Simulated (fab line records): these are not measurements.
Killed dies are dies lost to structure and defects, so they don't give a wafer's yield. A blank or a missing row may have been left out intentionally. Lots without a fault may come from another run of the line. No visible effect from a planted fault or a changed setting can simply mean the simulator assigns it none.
Problem report in the 8D (eight disciplines) form, filled by code | flow n5-finfet | the parts of the form that need people (team, actions taken, sign-off) are left out

1. PROBLEM STATEMENT
At N5_BEOL_M7_CMP_52, barrier-field-endpoint-s averages 37.1 s over 2 wafers from 2 lots, while fault-free wafers read 28.8 s, standard deviation 0.75. Measured from the usual mean, that is +11 standard deviations.
The step: polishes, stops on SiCOH lowk, t overpolish 6.9 s, target thk 80 nm.
First seen on wafer L446.4, day 11 17:12, on cmp-03. The record has a number at this step for 28 wafers belonging to 10 lots. The rule behind "out" and "out of limits": a value lying over 4 standard deviations away from the usual mean. The other wafers with a number count as sound.

2. WHAT THIS IS AND IS NOT
question                    | is                       | is not
which readings at this step | barrier-field-endpoint-s | motor-current-A, platen-rpm
which lots                  | L446, L447               | L437, L438, L441, L442, L452, L456, L459, L460
which wafers of those lots  | L446.4, L447.4           | L446.1, L447.1
read on which tools         | cmp-01, cmp-03           | cmp-02
when                        | from day 11 17:12        | up to then (13 sound wafers); but 13 sound wafers of L447, L452, L456, L459, L460 came after

3. SUSPECTS, AND WHAT RULES EACH OUT
Counting: a tool at a process step up to the reading stays a suspect if it ran every lot that is out. Sound lots after the first of them don't rule it out here, since some wafers of a struck lot are sound.
- pecvd-02 at N5_BEOL_M7_PECVD_70 (deposits SiO2 from TEOS/O2, target thk 20 nm, time 22.7 s): kept. Ran every lot that is out, first one L446 (day 11 08:08); last sound lot up to then L442 (day 10 20:42).
- rie-diel-03 at N5_BEOL_M7_STRIP_36 (strips in N2/H2): kept. Ran every lot that is out, first one L446 (day 11 14:07); last sound lot up to then L442 (day 11 00:45).
- ald-metal-04 at N5_BEOL_M7_ALD_77 (deposits TaN, target thk 2 nm, pulse time 2 s, purge time 3 s): kept. Ran every lot that is out, first one L446 (day 11 15:16); last sound lot up to then L438 (day 9 12:11).
- Within rie-diel-03 at N5_BEOL_M7_STRIP_36, the wafers that are out were processed in chamber 0 and their sound lot-mates in chamber 2.
- Within ald-metal-04 at N5_BEOL_M7_ALD_77: the wafers that are out ran in chambers 1, 2; their sound lot-mates ran in chamber 0.
After the count, these remain: pecvd-02 at N5_BEOL_M7_PECVD_70, rie-diel-03 at N5_BEOL_M7_STRIP_36 and ald-metal-04 at N5_BEOL_M7_ALD_77.

4. THE CAUSE (what the simulator had put in)
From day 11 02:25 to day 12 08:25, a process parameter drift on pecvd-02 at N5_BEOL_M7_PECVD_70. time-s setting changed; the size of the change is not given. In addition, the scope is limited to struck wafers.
3 suspects survive the count, and this tool is in that group.

5. THE CHAIN OF EFFECTS, in route order
Each row: a reading where the mean over the struck wafers with a number is more than 3 standard deviations away from the usual. Scope: only readings with a usual standard deviation given in the record; hours: median across lots of the time from each lot's start at the first step in this table that gives one to its start at this step; sigmas: change in usual standard deviations.
hours | step              | reading                  | usual  | on struck wafers | change | sigmas
0     | N5_BEOL_M7_CMP_52 | barrier-field-endpoint-s | 28.8 s | 37.1             | +8.3   | +11
The process steps in it:
- N5_BEOL_M7_CMP_52: polishes, stops on SiCOH lowk, t overpolish 6.9 s, target thk 80 nm.

6. WHAT WOULD HAVE CAUGHT IT SOONER
In this record no reading fell out of limits until day 11 17:12, 15 hours after the fault had begun at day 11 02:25.
Tool readings at N5_BEOL_M7_PECVD_70 with a usual standard deviation given in the record: none out on any struck wafer, hence no alarm at a limit of 4 standard deviations on them.
Among the 2 lots that are out, L447 began N5_BEOL_M7_PECVD_70 on pecvd-02 after day 11 17:12. Putting the tool on hold at that point would have spared it.
